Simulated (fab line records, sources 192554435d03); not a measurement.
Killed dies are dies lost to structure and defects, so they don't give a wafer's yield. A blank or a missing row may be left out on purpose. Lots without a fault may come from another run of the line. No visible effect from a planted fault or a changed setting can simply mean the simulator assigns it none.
The tool behind it: which one?    flow n5 finfet    33 wafers from 11 lots sampled at 2 of the route's 1938 steps

WHAT THE GAUGES READ, wafer by wafer
N5_BEOL_M10_INSPECT_30: inspects for defects (brightfield). Usual: 423 for raw defect count, sd 93.
lot   measured      on                 raw defect count  flag
L628  day 11 01:00  defect inspect-01  504 379 445       
L629  day 11 09:33  defect inspect-01  493 309 390       
L633  day 12 03:55  defect inspect-01  493 424 487       
L635  day 12 19:43  defect inspect-01  559 398 393       
L641  day 14 10:00  defect inspect-02  446 544 433       
L642  day 14 11:35  defect inspect-01  418 290 336       
L643  day 15 04:35  defect inspect-01  533 538 723       
L644  day 15 13:49  defect inspect-02  371 459 502       
L646  day 16 07:55  defect inspect-01  408 424 272       
L649  day 16 18:16  defect inspect-02  408 405 487       
L648  day 16 23:29  defect inspect-01  302 363 395       

WHICH TOOL RAN EACH LOT (tool, then ch and the chambers of the sampled wafers, then the start)
lot   N5_BEOL_M10_STRIP_67
L628  rie diel-02 ch 1,2,3, day 10 21:47
L629  rie diel-02 ch 0,1,2, day 11 07:29
L633  rie diel-02 ch 0,1,2, day 12 03:10
L635  rie diel-02 ch 1,2,3, day 12 18:17
L641  rie diel-02 ch 1,3, day 14 07:05
L642  rie diel-04 ch 0,1, day 14 08:41
L643  rie diel-01 ch 0,1,2, day 15 03:49
L644  rie diel-04 ch 0,1,3, day 15 12:55
L646  rie diel-02 ch 1,2, day 16 07:04
L649  rie diel-04 ch 0,3, day 16 17:14
L648  rie diel-04 ch 0,1, day 16 22:56
- N5_BEOL_M10_STRIP_67: strips in CF4.

WHAT THE TOOLS THEMSELVES READ (means of the sampled wafers that have a number; where no wafer has one, the mark that the record gives instead)
N5_BEOL_M10_STRIP_67. Usual: value, then standard deviation, for each; bias power w 75.00 W / 0.22; cf4 flow sccm 150.1 sccm / 0.44; drypump motor current A 5.5 A / 0.44; oes product au 0.77 a.u. / 0.056; rf vpp V 271.5 V / 1.5; showerhead plenum p Torr 1.80 Torr / 0.058; throttle valve pct 13.56 % / 0.17.
lot   tool         bias power w (W)  cf4 flow sccm (sccm)  drypump motor current A (A)  oes product au (a.u.)  rf vpp V (V)  showerhead plenum p Torr (Torr)  throttle valve pct (%)  flag
L628  rie diel-02  75.05             150.0                 5.3                          0.77                   272.1         1.82                             13.50                   
L629  rie diel-02  74.98             149.5                 5.7                          0.76                   271.3         1.79                             13.56                   
L633  rie diel-02  75.00             150.1                 5.7                          0.75                   271.7         1.79                             13.57                   
L635  rie diel-02  74.97             149.8                 5.3                          0.76                   272.4         1.82                             13.52                   
L641  rie diel-02  74.99             149.9                 5.0                          0.76                   271.1         1.79                             13.57                   
L642  rie diel-04  74.92             150.3                 5.7                          0.80                   272.4         1.82                             13.44                   
L643  rie diel-01  75.17             150.4                 5.9                          0.74                   270.5         1.75                             13.65                   
L644  rie diel-04  74.75             150.0                 5.7                          0.84                   272.1         1.84                             13.38                   
L646  rie diel-02  74.95             149.8                 5.4                          0.71                   271.6         1.80                             13.57                   
L649  rie diel-04  74.89             150.4                 5.6                          0.86                   272.6         1.87                             13.28                   
L648  rie diel-04  75.05             150.1                 5.7                          0.80                   273.1         1.85                             13.37                   

THE ANSWER, worked out from the rows above alone
Rule: take the mean of a lot's wafers that have a number; if it is more than 3 standard deviations from the usual mean, the lot is off. A lot without any number at a reading at which 4 lots or more have one is off too. Where the step has rows for the other lots, those lots are counted as sound. First the gauges in route order, then the tools' own readings, where a lot's mean is used as printed above. At the first step where some lot is off, the reading lying furthest off is the one used; lots without a number count as furthest.
No lot is off on any of the readings shown, so nothing can be concluded from this.

WHAT THE SIMULATOR HAD INSERTED
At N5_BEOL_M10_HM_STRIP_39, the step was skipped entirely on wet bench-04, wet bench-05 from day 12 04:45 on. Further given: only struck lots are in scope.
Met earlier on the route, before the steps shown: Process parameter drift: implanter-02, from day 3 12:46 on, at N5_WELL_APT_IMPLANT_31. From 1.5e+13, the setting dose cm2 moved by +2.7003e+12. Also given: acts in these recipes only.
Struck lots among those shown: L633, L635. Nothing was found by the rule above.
